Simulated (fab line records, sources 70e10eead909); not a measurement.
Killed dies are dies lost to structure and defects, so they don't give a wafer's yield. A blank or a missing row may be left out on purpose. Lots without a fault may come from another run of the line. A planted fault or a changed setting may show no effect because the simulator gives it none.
Which tool did it? | flow nand_harc | 7 lots, 21 wafers sampled, at 2 steps of a route of 1302

WHAT THE GAUGES READ, wafer by wafer
NHARC_A_ONON_D1_THK_MEAS_30: measures by ellipsometry.
lot  | measured     | on            | thk_nm (nm)
L564 | day 8 19:10  | film_metro-01 | 1002 1002 1002
L568 | day 10 13:19 | film_metro-01 | 1027 1027 1024
L569 | day 11 07:35 | film_metro-02 | 989 990 992
L572 | day 12 14:34 | film_metro-01 | 997 994 997
L574 | day 13 02:26 | film_metro-02 | 986 987 985
L576 | day 14 08:38 | film_metro-02 | 1781 1781 1779
L584 | day 17 19:19 | film_metro-02 | 1005 1007 1007

WHICH TOOL RAN EACH LOT (tool, then ch and the chambers of the sampled wafers, then the start)
lot  | NHARC_A_ONON_D1_DEP_28
L564 | pecvd_onon-01 ch 0, day 8 18:43
L568 | pecvd_onon-02 ch 0, day 10 12:53
L569 | pecvd_onon-02 ch 0, day 11 07:04
L572 | pecvd_onon-02 ch 0, day 12 14:04
L574 | pecvd_onon-02 ch 0, day 13 01:56
L576 | pecvd_onon-02 ch 0, day 14 08:18
L584 | pecvd_onon-02 ch 0, day 17 18:47
- NHARC_A_ONON_D1_DEP_28: target thk 1000 nm.

THE ANSWER, worked out from the rows above alone
Rule: what is usual is taken from the lots themselves. Put in order of their means at a reading, lots are off if they are a third of the lots or fewer, leave a main group of 4 or more, and stand apart from it by a gap of 3 or more times the standard deviation of the main group's means; of several such gaps the widest counts. A main group whose means are all the same, to the digits that the tables above print for the reading, isn't used. A lot without any number at a reading at which 4 lots or more have one is off too. The other lots that the step has rows for count as sound.
Off: L576, at NHARC_A_ONON_D1_THK_MEAS_30 (thk_nm). The main group: mean 1001 nm, standard deviation 13.
A tool fits if, at a process step before that reading, it ran every lot that is off, and no sound lot after the first of them. The gauges at NHARC_A_ONON_D1_THK_MEAS_30 are tried like those tools. None of those tried fits.

WHAT THE SIMULATOR HAD PUT IN
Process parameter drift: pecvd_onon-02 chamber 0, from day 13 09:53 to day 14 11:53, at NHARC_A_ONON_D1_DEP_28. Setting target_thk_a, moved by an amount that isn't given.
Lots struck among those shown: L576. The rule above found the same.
